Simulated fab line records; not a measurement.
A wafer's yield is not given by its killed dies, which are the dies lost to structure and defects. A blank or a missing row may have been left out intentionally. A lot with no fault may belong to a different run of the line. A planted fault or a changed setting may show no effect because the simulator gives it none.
fab line records	flow n5_finfet
[record] lots = 8	wafers = 24	last_day = 17
route steps=1938 shown MOL_CONTACT_COAG@554 BEOL_M4@1111 PASSIVATION@1936
lots with no fault: from the same line, run without faults
start_h: hours from the record's first day to the start of the lot's first wafer shown	wait_h: time in hours since the lot's previous step	" unchanged from the row above	L1.1+2: a single row standing in for several wafers	- no value, or no start was given	* or withheld: withheld	< > ~ a bound
route shown NAME@n: a module of which the file shows steps, and the number in the route of the first	usual: mean/standard deviation of fault-free wafers	same: alike in all rows	chamber/n: place in a boat	sites: per-site readings	_std_site: the values' standard deviation	_edge_site: inner sites' mean taken away from outer sites' mean	radius_mm: for every site, how far away it sits from the centre of the wafer	mask NAME#n: copy n	behind: the last tool/chamber to shape the wafer	hold: why the lot went on hold/how many hours it stayed there/how the hold came to an end	device: the transistor (n, p or np) that didn't switch	end of line: the tests these same wafers got at the end of their route	for a step that has no rows: nothing shown but its recipe	killed: dies that structure and defects cost at the first sort, which is not the same as the wafer's yield	map: dies across one wafer; x = killed, . = not, _ = none there
set.NAME: the setting the step ran with; set.NAME@STEP: the setting that earlier step ran with	model.NAME: the simulator's own value behind a step, which no gauge read
a sample of lots followed through the steps of the route, with each step as a table and each wafer as a row
services: when a tool's chamber went out of use (start_h, in hours from the record's first day, below 0 if earlier), for how many hours, and the reason
[[steps]]
[step N5_MOL_CONTACT_COAG_CMP_23]
[recipe] stop_on = SiO2	t_overpolish_s = 1.5	post_cmp_clean = cu_alkaline	down_force_psi = 2	platen_rpm = 50.289	pad_velocity_m_s = 1.0006	target_thk_nm = 0
[usual] motor_current_A = 7.8/0.76	overpolish_run_s = 1.499/0.0085	pad_life_wafers = 1093/580	platen_rpm = 50.287/0.03	time_to_endpoint_s = 10.1/2.5
[same] t_overpolish_s = 1.5
lot.wafer	tool	chamber	start_h	wait_h	motor_current_A	overpolish_run_s	pad_life_wafers	platen_rpm	time_to_endpoint_s
L774.1	cmp-04	3	147.35	0.1	8.3	1.513	403	50.285	11.2
L774.4	"	1	"	"	8.3	1.511	405	50.278	10.5
L774.6	"	2	"	"	7.8	1.507	-	50.283	11.8
L776.2	cmp-01	0	162.24	0.2	7.2	1.486	1508	50.288	9.6
L776.6	"	2	"	"	8.6	1.504	-	50.285	8.0
L776.5	"	3	"	"	6.8	1.505	-	50.288	7.4
L779.2	cmp-02	1	179.34	0.0	9.4	1.503	804	50.323	9.8
L779.3	"	2	"	"	6.4	1.495	805	50.271	9.1
L779.6	"	2	"	"	6.7	1.497	-	50.302	7.0
L781.4	cmp-04	3	186.28	0.0	8.2	1.513	642	50.293	12.4
L781.1	"	1	"	"	8.3	1.495	644	50.250	11.8
L781.3	"	2	"	"	7.5	1.503	645	50.289	12.2
L782.2	cmp-04	3	190.59	0.1	8.1	1.500	679	50.221	12.3
L782.1	"	0	"	"	7.0	1.512	680	50.273	13.3
L782.6	"	3	"	"	8.1	1.484	-	50.301	13.1
L786.1	cmp-04	2	216.13	0.0	8.0	1.502	888	50.280	8.8
L786.2	"	0	"	"	7.2	1.513	890	50.264	10.9
L786.6	"	3	"	"	7.7	1.500	-	50.310	11.2
L787.2	cmp-04	0	223.32	0.1	7.3	1.482	949	50.302	12.4
L787.3	"	1	"	"	8.4	1.509	950	50.326	10.5
L787.5	"	3	"	"	8.0	1.500	-	50.299	12.2
L789.4	cmp-02	3	231.32	0.2	8.1	1.493	1206	50.288	9.4
L789.6	"	3	"	"	7.6	1.495	-	50.291	8.5
L789.5	"	0	"	"	7.8	1.484	-	50.329	11.7
[step N5_MOL_CONTACT_COAG_ETCH_90]
[recipe] chemistry = CF4	target = SiARC	target_depth_a = 130	mask_material = CAR-EUV	time_s = 21.7	ion_energy_ev = 80	pressure_mtorr = 40	source_w = 545	bias_w = 36	Ar_flow_sccm = 100	cf4_flow_sccm = 100	ends = cleared
[usual] chamber_pressure_mTorr = 40.00/0.038	drypump_motor_current_A = 5.8/0.49	etch_rf_on_time_s = 21.9/0.34	oes_product_au = 0.66/0.072	rf_fwd_power_W = 531.9/1.8	rf_vpp_V = 184.3/1.2	showerhead_plenum_p_Torr = 2.16/0.072	throttle_valve_pct = 15.56/0.23
lot.wafer	tool	chamber	start_h	wait_h	chamber_pressure_mTorr	drypump_motor_current_A	etch_rf_on_time_s	oes_product_au	rf_fwd_power_W	rf_hours_counter_h	rf_vpp_V	showerhead_plenum_p_Torr	throttle_valve_pct
L774.1	rie_diel-03	0	154.09	0.0	40.04	6.2	21.6	0.79	529.4	19	184.0	2.10	15.43
L774.4	"	2	"	"	39.95	6.6	22.1	0.61	530.7	199	184.7	2.21	15.93
L774.6	"	2	"	"	40.04	6.6	21.9	0.61	530.8	-	184.6	2.21	15.95
L776.2	rie_diel-01	2	166.03	0.0	40.05	5.4	21.4	0.71	529.6	70	184.2	2.26	15.34
L776.5	"	2	"	"	40.04	5.4	21.3	0.72	531.4	-	184.8	2.26	15.33
L776.6	"	3	"	"	40.00	5.1	21.6	0.70	533.1	-	185.8	2.26	15.31
L779.2	rie_diel-01	3	184.50	0.0	39.98	5.1	21.8	0.68	534.6	67	185.6	2.25	15.30
L779.3	"	2	"	"	39.97	5.4	21.7	0.70	531.5	77	185.6	2.26	15.35
L779.6	"	3	"	"	40.03	5.1	22.0	0.68	529.7	-	186.1	2.25	15.30
L781.1	rie_diel-05	0	192.59	0.0	40.05	5.2	22.1	0.60	533.2	226	183.8	2.20	15.76
L781.3	"	2	"	"	39.92	6.3	21.9	0.60	531.9	200	183.9	2.13	15.80
L781.4	"	3	"	"	39.96	5.4	22.0	0.62	533.9	195	182.8	2.13	15.81
L782.1	rie_diel-05	3	195.40	0.0	40.00	5.4	22.3	0.61	532.8	196	184.3	2.13	15.80
L782.2	"	1	"	"	40.01	6.1	21.6	0.60	531.7	247	182.3	2.11	15.78
L782.6	"	1	"	"	39.99	6.2	21.8	0.60	535.4	-	183.9	2.11	15.81
L786.1	rie_diel-05	3	220.22	0.0	39.93	5.4	22.2	0.61	529.5	206	183.6	2.13	15.83
L786.2	"	1	"	"	39.97	6.2	21.3	0.84	534.0	1	183.2	2.11	15.29
L786.6	"	1	"	"	39.98	6.1	21.2	0.84	533.7	-	183.1	2.11	15.31
L787.2	rie_diel-03	1	227.07	0.0	40.02	5.7	21.5	0.67	531.5	118	185.5	2.25	15.33
L787.3	"	0	"	"	39.96	6.3	21.3	0.75	532.3	44	185.2	2.10	15.48
L787.5	"	3	"	"	39.96	6.3	21.3	0.67	534.0	-	184.1	2.06	15.53
L789.4	rie_diel-05	0	236.53	0.0	39.97	5.2	22.5	0.59	532.3	242	184.7	2.19	15.77
L789.5	"	3	"	"	39.97	5.4	22.2	0.61	528.2	-	182.9	2.12	15.81
L789.6	"	2	"	"	39.99	6.3	22.0	0.58	531.3	-	182.5	2.13	15.86
[step N5_MOL_CONTACT_COAG_ETCH_91]
[recipe] chemistry = N2/H2	target = SOC	target_depth_a = 600	overetch_a = 210	mask_material = SiARC	temp_c = 40	time_s = 101.2	ion_energy_ev = 200	pressure_mtorr = 30	source_w = 840	bias_w = 150	n2_flow_sccm = 200	h2_flow_sccm = 200
[usual] chamber_pressure_mTorr = 29.997/0.027	drypump_motor_current_A = 5.8/0.49	n2_flow_sccm = 200.0/0.64	oes_product_au = 0.66/0.063	rf_fwd_power_W = 835.5/2.9	rf_vpp_V = 524.7/2.8	showerhead_plenum_p_Torr = 2.57/0.098	throttle_valve_pct = 17.71/0.27
lot.wafer	tool	chamber	start_h	wait_h	chamber_pressure_mTorr	drypump_motor_current_A	n2_flow_sccm	oes_product_au	rf_fwd_power_W	rf_hours_counter_h	rf_vpp_V	showerhead_plenum_p_Torr	throttle_valve_pct
L774.1	rie_diel-01	2	154.53	0.0	30.017	5.4	200.6	0.70	835.5	64	526.5	2.69	17.57
L774.4	"	0	"	"	29.945	5.5	199.8	0.58	829.2	247	527.6	2.61	17.65
L774.6	"	3	"	"	30.000	5.1	201.7	0.70	837.3	-	528.2	2.70	17.62
L776.2	rie_diel-01	3	166.50	0.0	29.982	5.1	200.4	0.68	839.0	60	528.2	2.70	17.62
L776.5	"	3	"	"	30.005	5.1	200.7	0.68	838.9	-	528.7	2.70	17.62
L776.6	"	2	"	"	30.022	5.4	199.2	0.69	835.6	-	528.9	2.69	17.59
L779.2	rie_diel-01	2	185.95	0.0	30.011	5.4	199.3	0.68	833.0	77	528.4	2.68	17.58
L779.3	"	0	"	"	29.969	5.5	199.6	0.82	831.2	1	524.8	2.61	17.19
L779.6	"	1	"	"	30.027	6.1	199.7	0.60	833.9	-	520.9	2.42	17.66
L781.1	rie_diel-01	3	193.18	0.0	29.992	5.1	200.1	0.68	841.8	69	527.7	2.69	17.65
L781.3	"	1	"	"	30.021	6.1	200.8	0.60	835.2	202	519.7	2.42	17.67
L781.4	"	0	"	"	30.023	5.5	200.7	0.81	834.2	2	523.6	2.61	17.18
L782.1	rie_diel-01	2	195.69	0.0	29.982	5.4	200.4	0.68	836.9	80	527.8	2.68	17.58
L782.2	"	3	"	"	29.982	5.1	200.4	0.67	833.2	70	528.9	2.69	17.64
L782.6	"	0	"	"	29.920	5.5	200.0	0.81	828.0	-	526.3	2.61	17.19
L786.1	rie_diel-03	3	220.57	0.0	29.977	6.3	199.8	0.64	836.6	141	520.2	2.43	17.64
L786.2	"	1	"	"	29.997	5.7	200.5	0.65	840.5	116	526.6	2.66	17.35
L786.6	"	2	"	"	30.031	6.6	199.3	0.60	831.8	-	525.6	2.62	18.24
L787.2	rie_diel-05	3	227.40	0.0	30.020	5.4	198.6	0.60	831.3	208	525.3	2.53	18.05
L787.3	"	0	"	"	30.039	5.2	200.2	0.59	835.5	239	525.2	2.61	17.97
L787.5	"	0	"	"	29.957	5.2	199.8	0.58	835.6	-	525.8	2.61	17.96
L789.4	rie_diel-01	3	236.82	0.0	29.960	5.1	199.9	0.66	836.5	83	526.8	2.69	17.68
L789.5	"	1	"	"	30.008	6.1	200.4	0.59	833.5	-	520.3	2.41	17.69
L789.6	"	0	"	"	29.984	5.5	200.1	0.77	829.3	-	525.1	2.60	17.20
[step N5_MOL_CONTACT_COAG_STRIP_96]
[recipe] chemistry = N2/H2	power_w = 500	temp_c = 40	pressure_mtorr = 50	rf_frequency_hz = 6e+07	overash_fraction = 0.3	bias_power_w = 28	h2_frac = 0.5	n2_flow_sccm = 300	h2_flow_sccm = 300
[usual] bias_power_w = 28.01/0.085	chamber_pressure_mTorr = 50.00/0.065	drypump_motor_current_A = 5.8/0.49	n2_flow_sccm = 300.0/0.96	oes_product_au = 0.78/0.079	power_w = 500.0/1.8	rf_vpp_V = 122.1/1.3	showerhead_plenum_p_Torr = 3.39/0.12	throttle_valve_pct = 18.8/0.38
lot.wafer	tool	chamber	start_h	wait_h	bias_power_w	chamber_pressure_mTorr	drypump_motor_current_A	n2_flow_sccm	oes_product_au	power_w	rf_hours_counter_h	rf_vpp_V	showerhead_plenum_p_Torr	throttle_valve_pct
L774.1	rie_diel-01	2	154.72	0.0	28.04	49.88	5.4	299.1	0.84	497.1	64	121.8	3.55	18.8
L774.4	"	0	"	"	28.08	50.12	5.5	301.5	0.68	498.7	247	122.4	3.44	18.6
L774.6	"	3	"	"	28.02	50.02	5.1	298.7	0.83	498.6	-	123.1	3.56	19.0
L776.2	rie_diel-01	3	166.69	0.0	27.98	50.02	5.1	298.6	0.81	501.4	60	120.7	3.55	19.0
L776.5	"	3	"	"	27.96	50.00	5.1	299.5	0.81	497.8	-	124.5	3.55	19.0
L776.6	"	2	"	"	27.93	50.01	5.4	299.7	0.83	498.9	-	122.8	3.54	18.8
L779.2	rie_diel-01	2	186.14	0.0	27.99	50.00	5.4	300.5	0.82	498.0	77	122.6	3.54	18.8
L779.3	"	0	"	"	27.98	50.00	5.5	299.6	0.99	498.7	1	122.9	3.44	18.2
L779.6	"	1	"	"	27.97	50.03	6.1	298.9	0.71	499.9	-	121.0	3.20	18.6
L781.1	rie_diel-01	3	193.37	0.0	-	-	-	-	-	-	-	-	-	-
L781.3	"	1	"	"	-	-	-	-	-	-	-	-	-	-
L781.4	"	0	"	"	-	-	-	-	-	-	-	-	-	-
L782.1	rie_diel-01	2	195.88	0.0	-	-	-	-	-	-	-	-	-	-
L782.2	"	3	"	"	-	-	-	-	-	-	-	-	-	-
L782.6	"	0	"	"	-	-	-	-	-	-	-	-	-	-
L786.1	rie_diel-03	3	220.76	0.0	27.92	49.92	6.3	300.6	0.77	498.7	142	120.8	3.22	18.6
L786.2	"	1	"	"	28.08	49.93	5.7	299.2	0.78	499.8	116	123.4	3.50	18.2
L786.6	"	2	"	"	28.07	49.93	6.6	298.8	0.69	500.8	-	124.1	3.46	19.6
L787.2	rie_diel-05	3	227.59	0.0	27.92	50.00	5.4	299.3	0.71	501.2	208	120.7	3.34	19.0
L787.3	"	0	"	"	28.05	49.93	5.2	299.8	0.70	502.1	239	121.2	3.44	19.1
L787.5	"	0	"	"	28.02	49.98	5.2	302.0	0.70	498.7	-	123.0	3.44	19.1
L789.4	rie_diel-01	3	237.01	0.0	27.96	50.00	5.1	301.9	0.80	499.3	83	122.5	3.54	19.0
L789.5	"	1	"	"	27.96	50.01	6.1	299.3	0.70	500.4	-	121.8	3.19	18.6
L789.6	"	0	"	"	27.89	50.06	5.5	300.7	0.94	501.7	-	122.8	3.43	18.2
[step N5_BEOL_M4_RC_MEAS_101]
[usual] DIBL_N = 36.3/1.4	DIBL_P = 35.7/1.5	IOFF_N = 0.155/0.022	IOFF_P = 0.204/0.027	ION_N = 671/9	ION_P = 459/6.2	SS_N = 71.5/0.54	SS_P = 73.1/0.56	VT_N = 250.2/2.6	VT_P = -251/3.3
lot.wafer	tool	chamber	start_h	wait_h	DIBL_N[mV/V]	DIBL_P[mV/V]	IOFF_N[nA/um]	IOFF_P[nA/um]	ION_N[uA/um]	ION_P[uA/um]	SS_N[mV/dec]	SS_P[mV/dec]	VT_N[mV]	VT_P[mV]
L774.1	prober-02	0	226.85	0.0	36.4	36.7	0.169	0.245	676	467	71.6	73.9	246.8	-246
L774.4	"	0	"	"	34.9	36.1	0.154	0.230	679	466	71.5	73.3	247.3	-245
L774.6	"	0	"	"	34.9	34.9	0.147	0.223	675	468	71.6	72.8	252.1	-246
L776.2	prober-01	0	238.25	0.2	37.1	37.5	0.163	0.199	676	461	72.0	73.3	248.6	-251
L776.5	"	0	"	"	36.2	36.3	0.154	0.191	679	459	71.6	73.1	250.6	-253
L776.6	"	0	"	"	36.8	37.2	0.159	0.209	664	455	71.5	73.6	250.3	-253
L779.2	prober-01	0	247.77	0.2	35.8	33.7	0.151	0.171	668	451	72.0	73.8	252.2	-260
L779.3	"	0	"	"	36.0	34.3	0.158	0.180	682	462	70.8	73.5	250.4	-255
L779.6	"	0	"	"	36.3	33.9	0.159	0.179	673	457	71.1	74.0	250.6	-255
L786.1	prober-01	0	293.64	0.0	36.0	35.2	0.143	0.185	674	459	71.3	72.9	252.5	-254
L786.2	"	0	"	"	34.7	33.2	0.120	0.159	655	450	72.0	72.7	253.5	-254
L786.6	"	0	"	"	37.8	37.7	0.188	0.224	682	464	71.5	73.9	245.5	-251
L787.2	prober-02	0	294.24	0.2	37.1	36.6	0.183	0.232	679	465	71.5	72.9	246.5	-248
L787.3	"	0	"	"	36.2	35.7	0.157	0.210	667	458	71.2	72.2	250.3	-249
L787.5	"	0	"	"	37.1	37.5	0.176	0.248	677	468	71.0	73.3	246.7	-245
L789.4	prober-01	0	307.64	0.5	35.3	34.7	0.137	0.179	669	460	71.7	72.8	250.5	-255
L789.5	"	0	"	"	37.3	35.9	0.166	0.192	671	452	71.9	72.1	249.3	-252
L789.6	"	0	"	"	35.1	34.5	0.135	0.178	668	457	71.5	72.3	253.9	-253
[step N5_PASSIVATION_PROBE_49]
[usual] defect_limited_yield = 91.0/1.5	killed_at_M0_to_M3 = 36/12	killed_at_M4_up = 14/5.5	killed_at_contacts = 11/4.8	killed_at_front_end = 42/12	killed_at_other = 3.7/2.7	killed_dies = 106/18	killed_on_rim = 13/4.5	killed_open = 70/13	killed_short = 35/8.2	sort_bin_5_function = 5.3/1	sort_bin_6_memory = 3.3/0.69	sort_n_pass = 1074/18	sort_yield_pct = 91.0/1.5
[same] gross_dies = 1180	killed_at_back_side = 0	sort_bin_4_leakage[%] = 0	sort_bin_8_speed[%] = 0
lot.wafer	tool	chamber	start_h	wait_h	defect_limited_yield[%]	killed_at_M0_to_M3	killed_at_M4_up	killed_at_contacts	killed_at_front_end	killed_at_other	killed_dies	killed_on_rim	killed_open	killed_short	sort_bin_5_function[%]	sort_bin_6_memory[%]	sort_n_pass	sort_yield_pct[%]
L774.1	prober-02	-	326.51	0.0	92.5	47	8	10	22	2	89	15	54	35	4.4	2.9	1091	92.5
L774.4	prober-02	-	326.66	0.2	91.3	48	15	12	25	3	103	13	78	23	5.6	3.1	1077	91.3
L774.6	prober-02	-	326.76	0.3	90.5	35	9	20	45	3	112	12	70	42	5.5	3.6	1068	90.5
L782.1	prober-02	-	361.67	0.0	0	46	20	1057	54	3	1180	152	95	43	94.2	5.1	0	0
L782.2	prober-02	-	361.72	0.1	0	43	19	1049	64	5	1180	152	88	49	95.3	4.2	0	0
L782.6	prober-02	-	361.92	0.3	0	36	23	1050	63	8	1180	152	97	40	95.5	4.2	0	0
L781.1	prober-01	-	363.64	0.0	0	39	24	1074	42	1	1180	152	62	47	96.6	3.1	0	0
L781.3	prober-01	-	363.74	0.1	0	36	20	1081	39	4	1180	152	66	34	95.7	3.9	0	0
L781.4	prober-01	-	363.79	0.2	0	15	22	1099	43	1	1180	152	55	27	97.0	2.9	0	0
L787.2	prober-01	-	389.16	0.1	93.2	33	8	5	32	2	80	10	53	25	4.2	2.4	1100	93.2
L787.3	prober-01	-	389.21	0.1	93.1	33	7	21	21	0	82	10	60	20	4.1	2.5	1098	93.1
L787.5	prober-01	-	389.31	0.2	91.4	27	11	18	43	3	102	13	69	31	5.8	2.8	1078	91.4
L786.1	prober-01	-	401.25	0.0	91.7	48	13	3	31	3	98	13	63	35	5.8	2.4	1082	91.7
L786.2	prober-01	-	401.30	0.1	90.8	31	8	7	61	1	108	15	64	42	4.8	4.1	1072	90.8
L786.6	prober-01	-	401.50	0.3	87.5	56	17	8	63	4	148	21	103	44	7.9	4.2	1032	87.5
// killed by level:class
L774.1 BEOL_M0_SAQP:geometric_particle:short=11 BEOL_M1:geometric_particle:open=11 MOL_CONTACT_COAG:geometric_particle:open=8 BEOL_M3:geometric_particle:open=8 BEOL_M0_SAQP:geometric_particle:open=5 DUMMY_GATE:geometric_particle:open=4 BEOL_M2:geometric_particle:short=4 STARTING-WAFER:geometric_particle:short=4
L774.4 BEOL_M1:geometric_particle:open=24 MOL_CONTACT_COAG:geometric_particle:open=10 BEOL_M3:geometric_particle:open=7 BEOL_M0_SAQP:geometric_particle:short=5 BEOL_M0_SAQP:geometric_particle:open=5 BEOL_M4:geometric_particle:open=5 FIN_SAQP:geometric_particle:short=4 STI_FIN_REVEAL:geometric_particle:open=4
L774.6 MOL_CONTACT_COAG:geometric_particle:open=16 FIN_SAQP:geometric_particle:open=15 FIN_SAQP:geometric_particle:short=12 BEOL_M0_SAQP:geometric_particle:open=9 BEOL_M1:geometric_particle:open=9 BEOL_M0_SAQP:geometric_particle:short=7 BEOL_M3:geometric_particle:open=5 GATE_CUT:geometric_particle:short=4
L782.1 MOL_CONTACT_COAG:area_etch=1042 FIN_SAQP:geometric_particle:short=15 MOL_CONTACT_COAG:geometric_particle:open=15 STI_FIN_REVEAL:geometric_particle:open=12 BEOL_M0_SAQP:geometric_particle:open=12 BEOL_M0_SAQP:geometric_particle:short=10 FIN_SAQP:geometric_particle:open=9 BEOL_M1:geometric_particle:open=9
L782.2 MOL_CONTACT_COAG:area_etch=1042 BEOL_M0_SAQP:geometric_particle:open=15 BEOL_M4:geometric_particle:open=12 FIN_SAQP:geometric_particle:short=11 BEOL_M0_SAQP:geometric_particle:short=10 STI_FIN_REVEAL:geometric_particle:open=9 FIN_SAQP:geometric_particle:open=8 DUMMY_GATE:geometric_particle:open=8
L782.6 MOL_CONTACT_COAG:area_etch=1043 FIN_SAQP:geometric_particle:open=14 STI_FIN_REVEAL:geometric_particle:open=14 BEOL_M0_SAQP:geometric_particle:short=12 DUMMY_GATE:geometric_particle:open=11 BEOL_M4:geometric_particle:open=8 BEOL_M0_SAQP:geometric_particle:open=7 MOL_CONTACT_COAG:geometric_particle:open=6
L781.1 MOL_CONTACT_COAG:area_etch=1067 FIN_SAQP:geometric_particle:short=16 BEOL_M0_SAQP:geometric_particle:short=11 BEOL_M4:geometric_particle:open=10 BEOL_M2:geometric_particle:open=8 GATE_CUT:geometric_particle:short=7 BEOL_M0_SAQP:geometric_particle:open=7 MOL_CONTACT_COAG:geometric_particle:open=6
L781.3 MOL_CONTACT_COAG:area_etch=1076 BEOL_M0_SAQP:geometric_particle:short=11 FIN_SAQP:geometric_particle:short=9 BEOL_M2:geometric_particle:open=9 BEOL_M4:geometric_particle:open=8 FIN_SAQP:geometric_particle:open=6 BEOL_M5:geometric_particle:open=5 FIN_CUT:geometric_particle:open=4
L781.4 MOL_CONTACT_COAG:area_etch=1095 BEOL_M4:geometric_particle:open=10 FIN_SAQP:geometric_particle:open=7 GATE_CUT:geometric_particle:short=6 GATE_CUT:geometric_particle:open=6 FIN_SAQP:geometric_particle:short=5 DUMMY_GATE:geometric_particle:open=5 MOL_CONTACT_COAG:geometric_particle:open=4
L787.2 BEOL_M0_SAQP:geometric_particle:open=8 STI_FIN_REVEAL:geometric_particle:open=7 DUMMY_GATE:geometric_particle:open=6 BEOL_M2:geometric_particle:open=6 BEOL_M0_SAQP:geometric_particle:short=5 BEOL_M1:geometric_particle:open=5 FIN_SAQP:geometric_particle:open=3 MOL_CONTACT_COAG:geometric_particle:open=3
L787.3 MOL_CONTACT_COAG:geometric_particle:open=20 BEOL_M2:geometric_particle:open=9 STI_FIN_REVEAL:geometric_particle:open=8 BEOL_M0_SAQP:geometric_particle:open=6 BEOL_M0_SAQP:geometric_particle:short=5 BEOL_M3:geometric_particle:open=5 BEOL_M1:geometric_particle:short=4 STI_FIN_REVEAL:geometric_particle:short=2
L787.5 STI_FIN_REVEAL:geometric_particle:open=15 MOL_CONTACT_COAG:geometric_particle:open=14 FIN_SAQP:geometric_particle:open=8 BEOL_M0_SAQP:geometric_particle:short=8 BEOL_M0_SAQP:geometric_particle:open=6 STI_FIN_REVEAL:geometric_particle:short=4 MOL_CONTACT_COAG:geometric_particle:short=4 BEOL_M0:geometric_particle:short=4
L786.1 BEOL_M0_SAQP:geometric_particle:short=14 FIN_SAQP:geometric_particle:open=10 STI_FIN_REVEAL:geometric_particle:open=7 BEOL_M1:geometric_particle:open=7 BEOL_M4:geometric_particle:open=6 BEOL_M3:geometric_particle:open=6 FIN_SAQP:geometric_particle:short=5 BEOL_M0_SAQP:geometric_particle:open=5
L786.2 FIN_SAQP:geometric_particle:open=16 FIN_SAQP:geometric_particle:short=14 STI_FIN_REVEAL:geometric_particle:open=11 BEOL_M0_SAQP:geometric_particle:short=9 BEOL_M0_SAQP:geometric_particle:open=6 BEOL_M4:geometric_particle:open=5 BEOL_M0:geometric_particle:open=4 MOL_CONTACT_COAG:geometric_particle:open=4
L786.6 FIN_SAQP:geometric_particle:open=18 STI_FIN_REVEAL:geometric_particle:open=14 BEOL_M2:geometric_particle:open=14 BEOL_M0_SAQP:geometric_particle:open=10 BEOL_M4:geometric_particle:open=10 FIN_SAQP:geometric_particle:short=8 BEOL_M0_SAQP:geometric_particle:short=7 DUMMY_GATE:geometric_particle:open=6
[[services]]
tool	chamber	start_h	hours	kind
cmp-01	-	127.49	4.0	repair
rie_diel-03	2	134.14	4.8	repair
cmp-02	-	143.95	4.6	pm
cmp-04	-	160.84	3.5	pm
rie_diel-01	0	162.56	-	clean
rie_diel-01	0	162.56	-	consumable_replace:esc
rie_diel-01	0	162.56	-	consumable_replace:focus_ring
rie_diel-01	0	162.56	21.0	scheduled_down
rie_diel-01	0	162.56	21.0	vent_cycle
cmp-01	-	176.78	0.4	repair
cmp-04	-	195.87	0.9	repair
rie_diel-05	1	202.25	-	clean
rie_diel-05	1	202.25	-	consumable_replace:focus_ring
rie_diel-05	1	202.25	14.5	scheduled_down
rie_diel-05	1	202.25	14.5	vent_cycle
cmp-02	-	214.94	0.6	repair
rie_diel-01	0	225.59	5.0	repair
cmp-01	-	231.10	4.0	pm
cmp-01	-	235.10	-	consumable_replace:conditioner
cmp-01	-	235.10	-	consumable_replace:pad
[[key]]
[first_sign] step = N5_MOL_CONTACT_COAG_STRIP_96	reading = tool_record	direction = missing
[effect] step = N5_PASSIVATION_PROBE_49	reading = killed_at_contacts	direction = up	sigmas = 99+	usual = 11	struck = 1068
[more_kills_born_at] N5_MOL_CONTACT_COAG_ETCH_47@rie_diel-01 = 6365
met_at N5_MOL_CONTACT_COAG_STRIP_96
struck_lots L781,L782
later_rows_left_out L781.1,L781.3,L781.4,L782.1,L782.2,L782.6
not_acting_at N5_MOL_CONTACT_COAG_CMP_23,N5_MOL_CONTACT_COAG_ETCH_90,N5_MOL_CONTACT_COAG_ETCH_91
onset_between 186.14 193.37
[fault] kind = skipped_step_whole	tool = rie_diel-01	chamber = -	onset_h = 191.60	steps = N5_MOL_CONTACT_COAG_STRIP_96	scope = struck_lots_only
// later_rows_left_out: the simulator's readings of these wafers behind a module that went badly wrong aren't trusted and aren't shown, but for the sort
